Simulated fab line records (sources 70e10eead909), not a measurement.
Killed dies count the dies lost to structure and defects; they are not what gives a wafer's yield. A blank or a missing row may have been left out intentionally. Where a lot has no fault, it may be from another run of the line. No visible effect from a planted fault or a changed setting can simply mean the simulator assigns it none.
Which of the tools did it? + flow nand-harc + 24 lots, 72 wafers sampled, at 6 steps of a route of 1302

== WHAT EACH GAUGE READ, for each wafer ==
No reading from a measuring or inspecting step in the record can be judged against a usual standard deviation.

== WHAT TOOL EACH LOT RAN ON (gives the tool, then ch and the chambers of the sampled wafers, and finally the start) ==
| lot  | NHARC_A_CHANNEL_HOLE_D2_ETCH_16               | NHARC_A_CHANNEL_HOLE_D2_ETCH_27  | NHARC_A_STAIRCASE_ETCH_17      | NHARC_A_STAIRCASE_ETCH_19      | NHARC_A_STAIRCASE_ETCH_25      | NHARC_A_STAIRCASE_ETCH_27      |
|------|-----------------------------------------------|----------------------------------|--------------------------------|--------------------------------|--------------------------------|--------------------------------|
| L074 | rie-diel-13 ch 0,1,2, day 12 20:52 or earlier | har-etch-02 ch 0,1, day 12 20:52 | rie-diel-05 ch 0,1, no start   | rie-diel-05 ch 0,1,2, no start | rie-diel-05 ch 0,1, no start   | rie-diel-05 ch 0,1,2, no start |
| L075 | rie-diel-08 ch 0,2,3, day 13 18:18 or earlier | har-etch-01 ch 0,1, day 13 18:18 | rie-diel-01 ch 1,2,3, no start | rie-diel-01 ch 1,2, no start   | rie-diel-05 ch 1,3, no start   | rie-diel-05 ch 0,1, no start   |
| L076 | rie-diel-09 ch 0,2,3, day 14 00:17 or earlier | har-etch-02 ch 0, day 14 00:17   | rie-diel-05 ch 0,2, no start   | rie-diel-05 ch 0,2,3, no start | rie-diel-06 ch 0,2, no start   | rie-diel-06 ch 2,3, no start   |
| L077 | rie-diel-08 ch 1,2,3, day 14 08:11 or earlier | har-etch-01 ch 0,1, day 14 08:11 | rie-diel-05 ch 0,2,3, no start | rie-diel-05 ch 0,1,3, no start | rie-diel-05 ch 2,3, no start   | rie-diel-05 ch 0,1, no start   |
| L078 | rie-diel-13 ch 1,2,3, day 14 22:52 or earlier | har-etch-01 ch 0,1, day 14 22:52 | rie-diel-06 ch 0,1,2, no start | rie-diel-06 ch 0,1,2, no start | rie-diel-01 ch 0,1,3, no start | rie-diel-01 ch 1,2,3, no start |
| L079 | rie-diel-09 ch 1,2,3, day 15 07:53 or earlier | har-etch-01 ch 0,1, day 15 07:53 | rie-diel-01 ch 0,2,3, no start | rie-diel-01 ch 1,3, no start   | rie-diel-05 ch 0,1,3, no start | rie-diel-05 ch 0,1, no start   |
| L080 | rie-diel-08 ch 0,2,3, day 15 22:02 or earlier | har-etch-02 ch 0,1, day 15 22:02 | rie-diel-01 ch 0,2,3, no start | rie-diel-01 ch 1,3, no start   | rie-diel-06 ch 2,3, no start   | rie-diel-06 ch 0,1,2, no start |
| L082 | rie-diel-08 ch 2,3, day 16 12:34 or earlier   | har-etch-01 ch 0,1, day 16 12:34 | rie-diel-05 ch 0,2,3, no start | rie-diel-05 ch 1,2, no start   | rie-diel-05 ch 0,1,2, no start | rie-diel-05 ch 0,1, no start   |
| L081 | rie-diel-09 ch 0,2, day 16 15:21 or earlier   | har-etch-02 ch 0,1, day 16 15:21 | rie-diel-06 ch 0,2,3, no start | rie-diel-06 ch 1,2,3, no start | rie-diel-06 ch 0,1,3, no start | rie-diel-06 ch 0,1,2, no start |
| L083 | rie-diel-13 ch 0,1,3, day 16 22:25 or earlier | har-etch-01 ch 0,1, day 16 22:25 | rie-diel-05 ch 0,1,2, no start | rie-diel-05 ch 0,1,2, no start | rie-diel-05 ch 0,1,3, no start | rie-diel-05 ch 0,2,3, no start |
| L084 | rie-diel-09 ch 1,3, day 17 16:37 or earlier   | har-etch-02 ch 0,1, day 17 16:37 | rie-diel-06 ch 0,1,2, no start | rie-diel-06 ch 0,1, no start   | rie-diel-01 ch 1,2,3, no start | rie-diel-01 ch 1,3, no start   |
| L085 | rie-diel-08 ch 0,1,3, day 17 17:07 or earlier | har-etch-01 ch 0,1, day 17 17:07 | rie-diel-05 ch 1,2,3, no start | rie-diel-05 ch 0,2,3, no start | rie-diel-06 ch 1,2, no start   | rie-diel-06 ch 1,2,3, no start |
| L086 | rie-diel-09 ch 0,1,2, day 18 02:34 or earlier | har-etch-01 ch 0,1, day 18 02:34 | rie-diel-01 ch 1,2, no start   | rie-diel-01 ch 0,1,3, no start | rie-diel-05 ch 0,1, no start   | rie-diel-05 ch 1,2, no start   |
| L088 | rie-diel-13 ch 1,3, day 19 13:09 or earlier   | har-etch-02 ch 0,1, day 19 13:09 | rie-diel-05 ch 1,2, no start   | rie-diel-05 ch 1,2,3, no start | rie-diel-05 ch 2,3, no start   | rie-diel-05 ch 0,1,2, no start |
| L087 | rie-diel-08 ch 0,1,3, day 19 15:21 or earlier | har-etch-01 ch 0,1, day 19 15:21 | rie-diel-01 ch 0,3, no start   | rie-diel-01 ch 0,1,3, no start | rie-diel-05 ch 0,1, no start   | rie-diel-05 ch 1,2,3, no start |
| L089 | rie-diel-13 ch 0,1, day 19 17:18 or earlier   | har-etch-02 ch 0,1, day 19 17:18 | rie-diel-06 ch 0,1,2, no start | rie-diel-06 ch 0,1,3, no start | rie-diel-01 ch 1,2, no start   | rie-diel-01 ch 0,2,3, no start |
| L091 | rie-diel-09 ch 0,1, day 19 22:59 or earlier   | har-etch-01 ch 0,1, day 19 22:59 | rie-diel-01 ch 1,3, no start   | rie-diel-01 ch 0,3, no start   | rie-diel-06 ch 2,3, no start   | rie-diel-06 ch 0,2, no start   |
| L090 | rie-diel-13 ch 2,3, day 19 23:45 or earlier   | har-etch-02 ch 0,1, day 19 23:45 | rie-diel-01 ch 0,1, no start   | rie-diel-01 ch 2,3, no start   | rie-diel-05 ch 1,3, no start   | rie-diel-05 ch 0,1, no start   |
| L092 | rie-diel-08 ch 0,1, day 21 00:21 or earlier   | har-etch-01 ch 1, day 21 00:21   | rie-diel-01 ch 0,3, no start   | rie-diel-01 ch 0,2,3, no start | rie-diel-06 ch 1,2, no start   | rie-diel-06 ch 0,1,2, no start |
| L093 | rie-diel-09 ch 1,2,3, day 21 05:46 or earlier | har-etch-02 ch 0,1, day 21 05:46 | rie-diel-01 ch 0,1,3, no start | rie-diel-01 ch 0,1,2, no start | rie-diel-01 ch 0,1,2, no start | rie-diel-01 ch 0,2,3, no start |
| L094 | rie-diel-13 ch 1,2,3, day 21 21:55 or earlier | har-etch-02 ch 0,1, day 21 21:55 | rie-diel-05 ch 0,1,3, no start | rie-diel-05 ch 1,3, no start   | rie-diel-05 ch 1,3, no start   | rie-diel-05 ch 0,2,3, no start |
| L095 | rie-diel-08 ch 1,3, day 21 23:15 or earlier   | har-etch-01 ch 0,1, day 21 23:15 | rie-diel-01 ch 0,1,3, no start | rie-diel-01 ch 1,2, no start   | rie-diel-01 ch 0,1, no start   | rie-diel-01 ch 0,3, no start   |
| L096 | rie-diel-08 ch 1,2, day 22 11:38 or earlier   | har-etch-01 ch 0,1, day 22 11:38 | rie-diel-06 ch 1,2,3, no start | rie-diel-06 ch 1,3, no start   | rie-diel-06 ch 1,3, no start   | rie-diel-06 ch 1,2, no start   |
| L097 | rie-diel-09 ch 2,3, day 23 00:49 or earlier   | har-etch-01 ch 0,1, day 23 00:49 | rie-diel-06 ch 0,1, no start   | rie-diel-06 ch 1,2,3, no start | rie-diel-01 ch 2,3, no start   | rie-diel-01 ch 1,2, no start   |
- NHARC_A_CHANNEL_HOLE_D2_ETCH_16: etches the open film in O2/COS, target depth 3100 nm, time 806 s.
- NHARC_A_CHANNEL_HOLE_D2_ETCH_27: etches the open film in C4F8/O2/Ar, time 90 s, target depth 400 nm.
- NHARC_A_STAIRCASE_ETCH_17: etches the open film in C4F8/O2, target depth 100 nm, time 40.5 s.
- NHARC_A_STAIRCASE_ETCH_19: etches the open film in C4F8/O2, target depth 100 nm, time 40.5 s.
- NHARC_A_STAIRCASE_ETCH_25: etches the open film in C4F8/O2, target depth 100 nm, time 40.5 s.
- NHARC_A_STAIRCASE_ETCH_27: etches the open film in C4F8/O2, target depth 100 nm, time 40.5 s.

== WHAT THE TOOLS THEMSELVES READ (means of the sampled wafers that have a number; where no wafer has one, the mark that the record gives instead) ==
NHARC_A_CHANNEL_HOLE_D2_ETCH_16. Usual: drypump-motor-current-A 5.6 A, standard deviation 0.43; oes-product-au 1.002 a.u., standard deviation 0.011; rf-vpp-V 314.0 V, standard deviation 2.4; showerhead-plenum-p-Torr 3.11 Torr, standard deviation 0.16; throttle-valve-pct 28.330 %, standard deviation 0.0095.
| lot  | tool        | drypump-motor-current-A (A) | oes-product-au (a.u.) | rf-vpp-V (V) | showerhead-plenum-p-Torr (Torr) | throttle-valve-pct (%) | flag |
|------|-------------|-----------------------------|-----------------------|--------------|---------------------------------|------------------------|------|
| L074 | rie-diel-13 | 5.7                         | 1.004                 | 314.2        | 3.05                            | 28.334                 |      |
| L075 | rie-diel-08 | 5.3                         | 0.995                 | 314.3        | 3.15                            | 28.323                 |      |
| L076 | rie-diel-09 | 6.0                         | 0.991                 | 313.9        | 3.04                            | 28.334                 |      |
| L077 | rie-diel-08 | 5.4                         | 1.008                 | 315.4        | 3.26                            | 28.324                 |      |
| L078 | rie-diel-13 | 5.6                         | 0.990                 | 313.1        | 3.04                            | 28.330                 |      |
| L079 | rie-diel-09 | 5.8                         | 1.002                 | 314.1        | 3.11                            | 28.328                 |      |
| L080 | rie-diel-08 | 5.3                         | 1.002                 | 314.4        | 3.15                            | 28.327                 |      |
| L082 | rie-diel-08 | 5.1                         | 1.010                 | 314.7        | 3.17                            | 28.330                 |      |
| L081 | rie-diel-09 | 5.6                         | 1.011                 | 311.6        | 2.93                            | 28.327                 |      |
| L083 | rie-diel-13 | 5.9                         | 0.992                 | 313.6        | 3.07                            | 28.325                 |      |
| L084 | rie-diel-09 | 5.7                         | 0.990                 | 315.1        | 3.20                            | 28.332                 |      |
| L085 | rie-diel-08 | 5.4                         | 1.011                 | 315.2        | 3.15                            | 28.334                 |      |
| L086 | rie-diel-09 | 5.5                         | 0.998                 | 313.0        | 3.03                            | 28.338                 |      |
| L088 | rie-diel-13 | 5.8                         | 0.990                 | 313.0        | 3.06                            | 28.323                 |      |
| L087 | rie-diel-08 | 5.4                         | 1.005                 | 313.9        | 3.15                            | 28.332                 |      |
| L089 | rie-diel-13 | 5.9                         | 0.994                 | 314.3        | 3.17                            | 28.334                 |      |
| L091 | rie-diel-09 | 5.7                         | 1.011                 | 312.9        | 3.05                            | 28.334                 |      |
| L090 | rie-diel-13 | 5.4                         | 0.999                 | 311.7        | 2.92                            | 28.337                 |      |
| L092 | rie-diel-08 | 5.7                         | 1.018                 | 314.8        | 3.23                            | 28.324                 |      |
| L093 | rie-diel-09 | 5.8                         | 1.001                 | 314.0        | 3.11                            | 28.322                 |      |
| L094 | rie-diel-13 | 5.6                         | 0.998                 | 313.8        | 3.04                            | 28.329                 |      |
| L095 | rie-diel-08 | 5.5                         | 1.023                 | 315.4        | 3.25                            | 28.328                 |      |
| L096 | rie-diel-08 | 5.6                         | 1.019                 | 317.2        | 3.33                            | 28.320                 |      |
| L097 | rie-diel-09 | 5.8                         | 0.983                 | 312.7        | 3.01                            | 28.333                 |      |

NHARC_A_CHANNEL_HOLE_D2_ETCH_27. Usual: bias-v 400 V, standard deviation 4.4; drypump-motor-current-A 5.84 A, standard deviation 0.19; showerhead-plenum-p-Torr 3.73 Torr, standard deviation 0.11; throttle-valve-pct 27.621 %, standard deviation 0.0089.
| lot  | tool        | bias-v (V) | drypump-motor-current-A (A) | showerhead-plenum-p-Torr (Torr) | throttle-valve-pct (%) | flag |
|------|-------------|------------|-----------------------------|---------------------------------|------------------------|------|
| L074 | har-etch-02 | 405        | 5.88                        | 3.52                            | 27.621                 |      |
| L075 | har-etch-01 | 403        | 5.79                        | 3.74                            | 27.611                 |      |
| L076 | har-etch-02 | 398        | 5.64                        | 3.69                            | 27.622                 |      |
| L077 | har-etch-01 | 399        | 5.96                        | 3.73                            | 27.629                 |      |
| L078 | har-etch-01 | 403        | 5.94                        | 3.73                            | 27.613                 |      |
| L079 | har-etch-01 | 397        | 5.93                        | 3.73                            | 27.614                 |      |
| L080 | har-etch-02 | 404        | 5.76                        | 3.77                            | 27.617                 |      |
| L082 | har-etch-01 | 401        | 5.79                        | 3.72                            | 27.615                 |      |
| L081 | har-etch-02 | 402        | 5.89                        | 3.86                            | 27.631                 |      |
| L083 | har-etch-01 | 396        | 5.83                        | 3.71                            | 27.622                 |      |
| L084 | har-etch-02 | 395        | 5.77                        | 3.76                            | 27.626                 |      |
| L085 | har-etch-01 | 403        | 5.79                        | 3.70                            | 27.622                 |      |
| L086 | har-etch-01 | 402        | 5.81                        | 3.70                            | 27.620                 |      |
| L088 | har-etch-02 | 398        | 5.80                        | 3.75                            | 27.624                 |      |
| L087 | har-etch-01 | 394        | 5.93                        | 3.69                            | 27.626                 |      |
| L089 | har-etch-02 | 397        | 5.87                        | 3.84                            | 27.625                 |      |
| L091 | har-etch-01 | 398        | 5.84                        | 3.69                            | 27.616                 |      |
| L090 | har-etch-02 | 398        | 5.90                        | 3.84                            | 27.617                 |      |
| L092 | har-etch-01 | 404        | 5.70                        | 3.67                            | 27.624                 |      |
| L093 | har-etch-02 | 399        | 5.90                        | 3.83                            | 27.616                 |      |
| L094 | har-etch-02 | 402        | 5.77                        | 3.73                            | 27.619                 |      |
| L095 | har-etch-01 | 401        | 5.91                        | 3.67                            | 27.622                 |      |
| L096 | har-etch-01 | 398        | 5.95                        | 3.67                            | 27.624                 |      |
| L097 | har-etch-01 | 403        | 5.82                        | 3.66                            | 27.622                 |      |

NHARC_A_STAIRCASE_ETCH_17. Usual: oes-product-au 0.941 a.u., standard deviation 0.013; rf-vpp-V 895 V, standard deviation 4.8.
| lot  | tool        | oes-product-au (a.u.) | rf-vpp-V (V) | flag |
|------|-------------|-----------------------|--------------|------|
| L074 | rie-diel-05 | 0.948                 | 892          |      |
| L075 | rie-diel-01 | 0.950                 | 894          |      |
| L076 | rie-diel-05 | 0.938                 | 894          |      |
| L077 | rie-diel-05 | 0.942                 | 891          |      |
| L078 | rie-diel-06 | 0.925                 | 898          |      |
| L079 | rie-diel-01 | 0.941                 | 893          |      |
| L080 | rie-diel-01 | 0.942                 | 893          |      |
| L082 | rie-diel-05 | 0.950                 | 897          |      |
| L081 | rie-diel-06 | 0.950                 | 894          |      |
| L083 | rie-diel-05 | 0.944                 | 891          |      |
| L084 | rie-diel-06 | 0.933                 | 898          |      |
| L085 | rie-diel-05 | 0.939                 | 896          |      |
| L086 | rie-diel-01 | 0.935                 | 896          |      |
| L088 | rie-diel-05 | 0.945                 | 891          |      |
| L087 | rie-diel-01 | 0.931                 | 891          |      |
| L089 | rie-diel-06 | 0.944                 | 897          |      |
| L091 | rie-diel-01 | 0.944                 | 891          |      |
| L090 | rie-diel-01 | 0.938                 | 897          |      |
| L092 | rie-diel-01 | 0.977                 | 891          |      |
| L093 | rie-diel-01 | 0.938                 | 893          |      |
| L094 | rie-diel-05 | 0.954                 | 895          |      |
| L095 | rie-diel-01 | 0.939                 | 893          |      |
| L096 | rie-diel-06 | 0.948                 | 899          |      |
| L097 | rie-diel-06 | 0.947                 | 899          |      |

NHARC_A_STAIRCASE_ETCH_19. Usual: oes-product-au 0.941 a.u., standard deviation 0.012; rf-vpp-V 894 V, standard deviation 4.6.
| lot  | tool        | oes-product-au (a.u.) | rf-vpp-V (V) | flag |
|------|-------------|-----------------------|--------------|------|
| L074 | rie-diel-05 | 0.935                 | 892          |      |
| L075 | rie-diel-01 | 0.952                 | 896          |      |
| L076 | rie-diel-05 | 0.942                 | 890          |      |
| L077 | rie-diel-05 | 0.953                 | 890          |      |
| L078 | rie-diel-06 | 0.937                 | 898          |      |
| L079 | rie-diel-01 | 0.953                 | 895          |      |
| L080 | rie-diel-01 | 0.922                 | 892          |      |
| L082 | rie-diel-05 | 0.954                 | 892          |      |
| L081 | rie-diel-06 | 0.941                 | 893          |      |
| L083 | rie-diel-05 | 0.948                 | 893          |      |
| L084 | rie-diel-06 | 0.943                 | 899          |      |
| L085 | rie-diel-05 | 0.925                 | 897          |      |
| L086 | rie-diel-01 | 0.945                 | 893          |      |
| L088 | rie-diel-05 | 0.942                 | 896          |      |
| L087 | rie-diel-01 | 0.949                 | 894          |      |
| L089 | rie-diel-06 | 0.937                 | 902          |      |
| L091 | rie-diel-01 | 0.933                 | 890          |      |
| L090 | rie-diel-01 | 0.932                 | 893          |      |
| L092 | rie-diel-01 | 0.946                 | 892          |      |
| L093 | rie-diel-01 | 0.942                 | 895          |      |
| L094 | rie-diel-05 | 0.953                 | 894          |      |
| L095 | rie-diel-01 | 0.947                 | 896          |      |
| L096 | rie-diel-06 | 0.938                 | 900          |      |
| L097 | rie-diel-06 | 0.948                 | 899          |      |

NHARC_A_STAIRCASE_ETCH_25. Usual: oes-product-au 0.943 a.u., standard deviation 0.012; rf-vpp-V 895 V, standard deviation 4.8.
| lot  | tool        | oes-product-au (a.u.) | rf-vpp-V (V) | flag |
|------|-------------|-----------------------|--------------|------|
| L074 | rie-diel-05 | 0.948                 | 894          |      |
| L075 | rie-diel-05 | 0.923                 | 888          |      |
| L076 | rie-diel-06 | 0.950                 | 900          |      |
| L077 | rie-diel-05 | 0.938                 | 889          |      |
| L078 | rie-diel-01 | 0.953                 | 894          |      |
| L079 | rie-diel-05 | 0.942                 | 891          |      |
| L080 | rie-diel-06 | 0.952                 | 891          |      |
| L082 | rie-diel-05 | 0.953                 | 891          |      |
| L081 | rie-diel-06 | 0.931                 | 895          |      |
| L083 | rie-diel-05 | 0.948                 | 897          |      |
| L084 | rie-diel-01 | 0.930                 | 894          |      |
| L085 | rie-diel-06 | 0.937                 | 896          |      |
| L086 | rie-diel-05 | 0.946                 | 891          |      |
| L088 | rie-diel-05 | 0.932                 | 897          |      |
| L087 | rie-diel-05 | 0.950                 | 893          |      |
| L089 | rie-diel-01 | 0.952                 | 897          |      |
| L091 | rie-diel-06 | 0.961                 | 898          |      |
| L090 | rie-diel-05 | 0.937                 | 896          |      |
| L092 | rie-diel-06 | 0.951                 | 895          |      |
| L093 | rie-diel-01 | 0.942                 | 895          |      |
| L094 | rie-diel-05 | 0.937                 | 895          |      |
| L095 | rie-diel-01 | 0.953                 | 896          |      |
| L096 | rie-diel-06 | 0.952                 | 902          |      |
| L097 | rie-diel-01 | 0.940                 | 893          |      |

NHARC_A_STAIRCASE_ETCH_27. Usual: oes-product-au 0.942 a.u., standard deviation 0.011; rf-vpp-V 895 V, standard deviation 5.1.
| lot  | tool        | oes-product-au (a.u.) | rf-vpp-V (V) | flag |
|------|-------------|-----------------------|--------------|------|
| L074 | rie-diel-05 | 0.949                 | 892          |      |
| L075 | rie-diel-05 | 0.943                 | 892          |      |
| L076 | rie-diel-06 | 0.939                 | 893          |      |
| L077 | rie-diel-05 | 0.948                 | 891          |      |
| L078 | rie-diel-01 | 0.943                 | 894          |      |
| L079 | rie-diel-05 | 0.953                 | 893          |      |
| L080 | rie-diel-06 | 0.942                 | 898          |      |
| L082 | rie-diel-05 | 0.942                 | 893          |      |
| L081 | rie-diel-06 | 0.948                 | 896          |      |
| L083 | rie-diel-05 | 0.943                 | 897          |      |
| L084 | rie-diel-01 | 0.941                 | 895          |      |
| L085 | rie-diel-06 | 0.936                 | 894          |      |
| L086 | rie-diel-05 | 0.938                 | 891          |      |
| L088 | rie-diel-05 | 0.943                 | 892          |      |
| L087 | rie-diel-05 | 0.933                 | 896          |      |
| L089 | rie-diel-01 | 0.936                 | 893          |      |
| L091 | rie-diel-06 | 0.947                 | 896          |      |
| L090 | rie-diel-05 | 0.929                 | 891          |      |
| L092 | rie-diel-06 | 0.955                 | 897          |      |
| L093 | rie-diel-01 | 0.934                 | 892          |      |
| L094 | rie-diel-05 | 0.931                 | 895          |      |
| L095 | rie-diel-01 | 0.946                 | 890          |      |
| L096 | rie-diel-06 | 0.948                 | 894          |      |
| L097 | rie-diel-01 | 0.950                 | 895          |      |

== THE ANSWER, worked out from the rows above alone ==
Rule: a lot is off if the mean of its wafers that have a number lies more than 3 standard deviations from the usual mean. Also off: a lot with no number at a reading for which 4 or more lots have one. The other lots that the step has rows for count as sound. Order of review: gauges by route order, followed by the tools' own readings, for which a lot's mean as printed above is used. At the first step where some lot is off, the reading lying furthest off is the one used; lots without a number count as furthest.
None of the lots is off at any reading shown; this tells nothing.

== WHAT THE SIMULATOR HAD INSERTED ==
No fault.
